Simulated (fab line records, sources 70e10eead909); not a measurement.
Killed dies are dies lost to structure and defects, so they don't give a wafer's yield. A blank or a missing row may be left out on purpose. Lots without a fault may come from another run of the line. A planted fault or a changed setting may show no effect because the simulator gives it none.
fab line records | flow nand_harc
record lots=12 wafers=36 last_day=24
route steps=1159 shown A_SGD_CUT@764 THIN_TSV@1107 END@1159
lots that met no fault: from a run of the same line without faults
start_h: hours from the record's first day to the start of the lot's first wafer shown | wait_h: hours since the lot's step before | " the same as in the row above | L1.1+2: a row that stands for several wafers | - no value, or no start given | * or withheld: withheld | < > ~ a bound
route shown NAME@n: a module of which the file shows steps, and the number in the route of the first | usual: mean/standard deviation of fault-free wafers | same: alike in all rows | chamber/n: place in a boat | sites: the reading at each site | _std_site: their standard deviation | _edge_site: outer sites' mean less inner sites' | radius_mm: how far each site lies from the wafer's centre | mask NAME#n: copy n | behind: the tool/chamber that last shaped the wafer | hold: why the lot was held/for how many hours/how that ended | device: the transistor (n, p or np) that didn't switch | end of line: the same wafers' tests at the end of the route | a step without rows: its recipe alone | killed: dies lost to structure and defects at the first sort, not the wafer's yield | map: a wafer's dies, x killed, . not, _ none there
set.NAME: the setting as run; set.NAME@STEP: as run at that earlier step | model.NAME: the simulator's own value behind a step, which no gauge read
steps of the route over a sample of lots; a table a step, a row a wafer
services: from which hour (start_h, from the record's first day; less than 0 if before it) a tool's chamber was out of use, for how many hours, and why
## steps
# step NHARC_A_SGD_CUT_ETCH_15
# recipe target_depth_a=750 time_s=64.3 ch3f_flow_sccm=50 o2_flow_sccm=30 ar_flow_sccm=200 rf_w=500 bias_w=100 chemistry=CH3F/O2
# usual bias_w=100.0/0.33 drypump_motor_current_A=5.8/0.5 oes_product_au=0.963/0.016 rf_fwd_power_W=495.5/1.8 rf_vpp_V=263.8/1.7 showerhead_plenum_p_Torr=2.45/0.1 throttle_valve_pct=20.664/0.0099
# columns lot.wafer tool chamber start_h wait_h bias_w drypump_motor_current_A oes_product_au rf_fwd_power_W rf_hours_counter_h rf_vpp_V showerhead_plenum_p_Torr throttle_valve_pct
L847.1 rie_diel-11 3 305.49 - 100.4 5.0 0.956 494.2 10 262.2 2.29 20.664
L847.6 " 2 " " 100.3 5.3 0.965 496.2 - 263.5 2.41 20.657
L847.5 " 3 " " 100.4 5.0 0.954 491.6 - 261.9 2.29 20.671
L849.3 rie_diel-07 3 323.24 - 100.1 5.7 0.974 500.2 10 263.6 2.50 20.667
L849.1 " 1 " " 100.0 5.6 0.970 494.2 9 261.2 2.32 20.646
L849.5 " 2 " " 99.6 6.4 0.969 496.8 - 261.9 2.41 20.655
L852.3 rie_diel-05 0 323.61 - 100.2 6.4 0.933 494.6 10 263.8 2.53 20.672
L852.2 " 1 " " 100.0 5.6 0.942 495.7 10 264.5 2.53 20.677
L852.6 " 2 " " 100.3 6.1 0.928 493.3 - 265.0 2.58 20.667
L851.3 rie_diel-07 3 344.18 - 100.1 5.7 0.975 498.3 13 263.1 2.50 20.665
L851.4 " 1 " " 99.9 5.6 0.950 495.2 12 262.1 2.32 20.684
L851.6 " 2 " " 99.5 6.4 0.979 496.3 - 263.8 2.41 20.675
L853.2 rie_diel-07 1 361.80 - 99.4 5.6 0.947 495.0 15 262.7 2.32 20.648
L853.3 " 2 " " 100.5 6.4 0.956 498.2 15 264.1 2.41 20.645
L853.4 " 0 " " 100.0 6.0 0.969 496.5 13 267.2 2.58 20.675
L856.1 rie_diel-07 3 367.08 - 100.5 5.7 0.952 497.6 15 264.1 2.50 20.662
L856.2 " 0 " " 100.0 6.0 0.959 498.8 13 265.0 2.58 20.663
L856.5 " 2 " " 99.5 6.4 0.957 495.3 - 263.6 2.41 20.641
L864.4 rie_diel-05 2 412.49 - 100.1 6.1 0.970 495.3 6 264.3 2.58 20.667
L864.5 " 1 " " 99.8 5.6 0.985 498.0 - 263.9 2.53 20.654
L864.6 " 2 " " 99.7 6.1 0.977 494.7 - 264.7 2.58 20.669
L863.3 rie_diel-11 1 412.76 - 99.8 6.4 0.970 495.1 4 265.4 2.52 20.670
L863.1 " 3 " " 99.4 5.0 0.930 493.7 4 260.6 2.29 20.669
L863.5 " 1 " " 100.4 6.4 0.978 493.4 - 265.1 2.52 20.669
L865.3 rie_diel-05 3 413.91 - 100.2 5.0 0.949 494.1 6 262.2 2.33 20.668
L865.4 " 0 " " 100.6 6.5 0.958 493.9 6 265.4 2.53 20.669
L865.1 " 1 " " 99.9 5.6 0.966 496.5 6 264.2 2.53 20.673
L867.1 rie_diel-05 3 431.32 - 99.8 5.0 0.962 494.5 7 263.2 2.33 20.658
L867.3 " 1 " " 100.4 5.6 0.963 492.0 8 266.3 2.53 20.657
L867.6 " 0 " " 100.0 6.4 0.955 496.4 - 264.6 2.52 20.670
L868.3 rie_diel-11 2 439.46 - 100.2 5.3 0.949 496.6 6 262.6 2.41 20.682
L868.5 " 2 " " 100.1 5.3 0.951 494.9 - 262.9 2.40 20.670
L868.6 " 3 " " 99.9 5.0 0.952 494.2 - 263.1 2.29 20.669
L869.1 rie_diel-05 2 439.74 - 100.3 6.1 0.975 496.1 8 264.7 2.58 20.656
L869.3 " 3 " " 99.6 5.0 0.969 493.0 8 262.0 2.33 20.660
L869.2 " 1 " " 100.1 5.6 0.969 494.2 8 264.0 2.53 20.666
# step NHARC_THIN_TSV_DEP_43
# recipe target_thk_a=13285 temp_c=withheld pressure_torr=6.5 rf_w=900 teos_flow_sccm=161.4 flow_sccm=2650 target_thk_nm=1328.5 gas=O2 material=SiO2
# usual rf_fwd_power_W=898.3/2.9 showerhead_vpp_V=1915/110 throttle_valve_pct=15.8/0.56
# columns lot.wafer tool chamber start_h wait_h rf_fwd_power_W showerhead_vpp_V throttle_valve_pct
L847.1 pecvd-02 0 428.38 - 896.4 1898 15.9
L847.6 " 2 " " 893.5 2037 15.8
L847.5 " 0 " " 896.9 1886 15.9
L849.1 pecvd-04 2 430.80 - 900.0 1944 16.5
L849.3 " 0 " " 904.5 1720 14.8
L849.5 " 2 " " 899.5 1926 16.3
L852.2 pecvd-02 0 431.94 - 895.4 1913 16.0
L852.3 " 1 " " 902.9 1894 15.7
L852.6 " 1 " " 901.7 1887 15.8
L851.3 pecvd-03 0 455.12 - 898.7 2068 16.0
L851.6 " 0 " " 895.5 2059 16.1
L851.4 " 1 " " 897.5 2017 15.8
L856.1 pecvd-04 1 480.64 - 896.2 1840 15.2
L856.2 " 2 " " 894.2 1950 16.6
L856.5 " 0 " " 899.8 1713 14.7
L853.3 pecvd-02 2 482.10 - 899.5 2086 16.0
L853.2 " 0 " " 895.1 1914 16.0
L853.4 " 2 " " 901.3 2073 16.2
L863.1 pecvd-04 2 540.48 - 894.2 1877 16.7
L863.3 " 0 " " 893.9 1716 15.4
L863.5 " 0 " " 898.5 1756 15.1
L864.6 pecvd-04 1 541.83 - 899.1 1830 15.1
L864.4 " 2 " " 900.6 1912 16.7
L864.5 " 0 " " 897.4 1736 15.0
L867.3 pecvd-03 2 550.94 - 898.1 1894 16.1
L867.1 " 0 " " 897.9 2082 16.0
L867.6 " 1 " " 897.7 1996 16.2
L865.1 pecvd-03 2 552.11 - 895.5 1896 16.4
L865.3 " 0 " " 900.2 2092 16.0
L865.4 " 0 " " 899.2 2064 15.8
L869.2 pecvd-02 1 560.55 - 899.0 1878 15.6
L869.3 " 2 " " 894.2 2079 15.6
L869.1 " 0 " " 898.5 1906 16.2
L868.3 pecvd-03 0 561.79 - 899.8 2033 15.6
L868.6 " 0 " " 900.8 2055 16.1
L868.5 " 1 " " 894.3 2011 16.3
# step NHARC_THIN_TSV_ETCH_15
# recipe target_depth_a=30000 bosch_target_overetch_cycles=2 bosch_etch_step_s=2.8 bosch_dep_step_s=1.2 bosch_cycles=14
# usual drypump_motor_current_A=5.9/0.42
# columns lot.wafer tool chamber start_h wait_h drypump_motor_current_A rf_hours_counter_h
L847.1 rie_si-06 0 429.98 - 6.2 0.6
L847.6 " 1 " " 5.4 -
L847.5 " 2 " " 6.0 -
L849.1 rie_si-03 3 432.40 - 6.1 1.1
L849.3 " 1 " " 5.3 1.0
L849.5 " 0 " " 5.5 -
L852.3 rie_si-01 1 433.56 - 6.0 1.2
L852.2 " 2 " " 6.6 1.2
L852.6 " 1 " " 6.0 -
L851.4 rie_si-03 0 456.73 - 5.5 1.3
L851.3 " 1 " " 5.3 1.2
L851.6 " 3 " " 6.2 -
L856.2 rie_si-03 0 482.27 - 5.4 1.5
L856.1 " 1 " " 5.3 1.4
L856.5 " 3 " " 6.1 -
L853.3 rie_si-03 3 483.75 - 6.1 1.4
L853.4 " 1 " " 5.3 1.4
L853.2 " 2 " " 6.2 1.5
L863.1 rie_si-01 0 542.14 - 5.3 0.5
L863.3 " 1 " " 6.0 0.4
L863.5 " 0 " " 5.3 -
L864.4 rie_si-03 2 543.36 - 6.2 0.3
L864.6 " 2 " " 6.2 -
L864.5 " 3 " " 6.2 -
L867.1 rie_si-01 1 552.54 - 6.0 0.5
L867.3 " 0 " " 5.3 0.5
L867.6 " 1 " " 6.0 -
L865.4 rie_si-06 2 553.75 - 6.0 0.0
L865.1 " 3 " " 5.9 0.0
L865.3 " 0 " " 6.1 0.0
L869.3 rie_si-01 3 562.07 - 6.4 0.6
L869.2 " 0 " " 5.3 0.6
L869.1 " 2 " " 6.6 0.5
L868.3 rie_si-06 3 563.42 - 5.9 0.1
L868.6 " 1 " " 5.3 -
L868.5 " 2 " " 6.0 -
# step NHARC_THIN_TSV_STRIP_62
# recipe power_w=1500 temp_c=250 time_s=20 chemistry=N2/H2
# usual drypump_motor_current_A=5.8/0.45 heater_power_w=360/18 temp_c=250.04/0.17
# columns lot.wafer tool chamber start_h wait_h drypump_motor_current_A heater_power_w rf_hours_counter_h temp_c
L847.1 plasma_asher-02 1 431.87 - 6.3 370 20 250.03
L847.6 " 1 " " 6.4 369 - 249.87
L847.5 " 0 " " 5.6 372 - 250.08
L849.1 plasma_asher-02 0 434.22 - 5.6 374 21 250.02
L849.3 " 1 " " 6.4 374 - 250.08
L849.5 " 0 " " 5.6 368 - 250.16
L852.2 plasma_asher-01 0 435.38 - 5.2 325 52 250.05
L852.3 " 0 " " 5.2 324 - 250.07
L852.6 " 0 " " 5.2 333 - 250.32
L851.3 plasma_asher-02 1 458.85 - 6.3 364 - 249.90
L851.4 " 0 " " 5.6 368 - 250.32
L851.6 " 0 " " 5.6 364 - 250.15
L856.1 plasma_asher-01 1 484.24 - 6.1 357 5 250.02
L856.2 " 0 " " 5.2 337 5 249.90
L856.5 " 1 " " 6.2 379 - 249.98
L853.2 plasma_asher-02 1 485.73 - 6.3 374 47 250.14
L853.3 " 1 " " 6.3 365 - 250.11
L853.4 " 0 " " 5.6 366 - 250.30
L863.1 plasma_asher-01 0 545.61 - 5.2 322 28 250.45
L863.3 " 1 " " 6.1 361 - 250.06
L863.5 " 0 " " 5.2 336 - 250.08
L864.4 plasma_asher-02 1 546.46 - 6.3 348 - 250.02
L864.5 " 0 " " 5.6 366 - 249.96
L864.6 " 1 " " 6.3 351 - 249.88
L867.1 plasma_asher-02 1 554.34 - 6.3 365 3 250.14
L867.3 " 0 " " 5.6 367 - 249.89
L867.6 " 0 " " 5.6 358 - 250.02
L865.1 plasma_asher-01 1 555.71 - 6.2 378 32 249.90
L865.3 " 0 " " 5.2 332 - 250.16
L865.4 " 1 " " 6.2 375 - 250.18
L869.1 plasma_asher-01 1 563.92 - 6.2 372 35 250.16
L869.2 " 0 " " 5.2 339 35 249.89
L869.3 " 1 " " 6.2 372 - 250.10
L868.3 plasma_asher-02 0 565.22 - 5.6 368 - 250.23
L868.6 " 0 " " 5.6 378 - 250.05
L868.5 " 1 " " 6.4 355 - 249.95
# step NHARC_END_SORT_01
# recipe temp_c=25
# usual killed_at_array=29/10 killed_at_other=0.7/1.1 killed_at_periphery=3.3/2.4 killed_dies=33/11 killed_open=3.3/2 killed_short=1.9/1.3
# same gross_dies=677
# columns lot.wafer tool chamber start_h wait_h killed_at_array killed_at_other killed_at_periphery killed_dies killed_open killed_short
L856.1 prober-02 0 498.08 2.5 115 0 0 115 6 2
L856.2 prober-02 0 498.90 2.8 117 0 3 120 6 0
L856.5 prober-02 0 501.34 3.8 111 0 2 113 5 2
L853.2 prober-01 0 498.87 2.8 113 1 4 118 3 2
L853.3 prober-01 0 499.68 3.1 124 1 0 125 1 0
L853.4 prober-01 0 500.48 3.4 130 0 2 132 1 0
# killed by level:class
L856.1 A_SGD_CUT:unspecified=96 A_STAIRCASE:chamber_film_flake=6 A_CHANNEL_HOLE_D1:geometric_particle:open=2 A_CONTACT:geometric_particle:open=2 A_M0:geometric_particle:open=2 A_CHANNEL_HOLE_D1:chamber_film_flake=2 A_WL_FILL:geometric_particle:short=1 A_CONTACT:geometric_particle:short=1
L853.2 A_SGD_CUT:unspecified=97 A_SLIT:chamber_film_flake=6 A_CHANNEL_HOLE_D1:chamber_film_flake=4 A_BONDPAD:chamber_film_flake=2 P_GATE:geometric_particle:open=1 A_ONON_D1:geometric_particle:short=1 A_BLC:geometric_particle:open=1 A_M1:geometric_particle:short=1
L856.2 A_SGD_CUT:unspecified=101 A_STAIRCASE:chamber_film_flake=5 A_CONTACT:chamber_film_flake=4 P_CONTACT:geometric_particle:open=3 A_CONTACT:geometric_particle:open=2 A_CHANNEL_HOLE_D1:chamber_film_flake=2 A_ONON_D1:geometric_particle:open=1 A_ZERO_WELL:chamber_film_flake=1
L853.3 A_SGD_CUT:unspecified=101 A_SLIT:chamber_film_flake=16 A_STAIRCASE:chamber_film_flake=3 A_CONTACT:chamber_film_flake=2 A_M1:geometric_particle:open=1 A_CHANNEL_FILL_D1:chamber_film_flake=1 THIN_TSV:chamber_film_flake=1
L853.4 A_SGD_CUT:unspecified=105 A_SLIT:chamber_film_flake=14 A_CHANNEL_FILL_D1:chamber_film_flake=5 A_CHANNEL_HOLE_D1:chamber_film_flake=3 P_ZERO_WELL:chamber_film_flake=2 A_CHANNEL_FILL_D1:geometric_particle:open=1 A_STAIRCASE:chamber_film_flake=1 A_CONTACT:chamber_film_flake=1
L856.5 A_SGD_CUT:unspecified=95 A_CONTACT:chamber_film_flake=4 A_STAIRCASE:chamber_film_flake=3 A_M0:geometric_particle:open=2 A_CHANNEL_HOLE_D1:chamber_film_flake=2 P_CONTACT:geometric_particle:open=1 A_SGD_CUT:geometric_particle:open=1 A_WL_FILL:geometric_particle:short=1
## services
# columns tool chamber start_h hours kind
pecvd-03 - 292.15 13.0 pm
rie_si-01 1 295.23 4.4 repair
rie_si-01 - 304.00 9.0 pm
pecvd-02 - 305.54 2.9 repair
plasma_asher-01 - 309.51 4.4 repair
rie_diel-05 3 316.84 7.3 repair
rie_si-01 - 318.45 0.8 repair
rie_si-03 - 332.00 9.0 pm
pecvd-04 - 332.43 1.0 repair
rie_diel-05 0 333.81 4.8 repair
rie_diel-05 - 340.60 9.0 pm
plasma_asher-02 - 360.03 9.0 pm
rie_diel-05 0 432.69 10.8 repair
rie_si-03 - 436.17 0.8 repair
rie_si-03 3 443.36 6.9 repair
plasma_asher-01 - 443.82 12.4 repair
rie_diel-05 - 454.47 0.1 repair
plasma_asher-01 - 456.30 9.0 pm
rie_diel-05 2 492.16 47.6 repair
rie_diel-05 - 493.21 0.9 repair
rie_si-03 - 509.00 9.0 pm
rie_diel-05 - 517.60 9.0 pm
plasma_asher-02 - 537.03 9.0 pm
rie_si-03 0 563.49 8.0 repair
## key
first_sign step=NHARC_END_SORT_01 reading=killed_at_array direction=up sigmas=8.7 usual=29 struck=118
effect step=NHARC_END_SORT_01 reading=killed_dies direction=up sigmas=8 usual=33 struck=120
more_kills_born_at NHARC_A_SGD_CUT_ETCH_15@rie_diel-07=595
met_at NHARC_A_SGD_CUT_ETCH_15
struck_lots L853,L856
tester_left_out L853,L856
not_acting_at NHARC_THIN_TSV_DEP_43,NHARC_THIN_TSV_ETCH_15,NHARC_THIN_TSV_STRIP_62
onset_between 344.18 361.80
fault kind=chamber_particle_source tool=rie_diel-07 chamber=- onset_h=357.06 steps=NHARC_A_SGD_CUT_ETCH_15 rate_per_visit_cm2=1.4723 end_h=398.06
# tester_left_out: of these lots the tester's yield and bins aren't shown, on N5 and GAA mostly nor the transistor test; their killed dies are dies lost to structure and defects alone, not to doping, threshold or leakage, so they don't give the yield
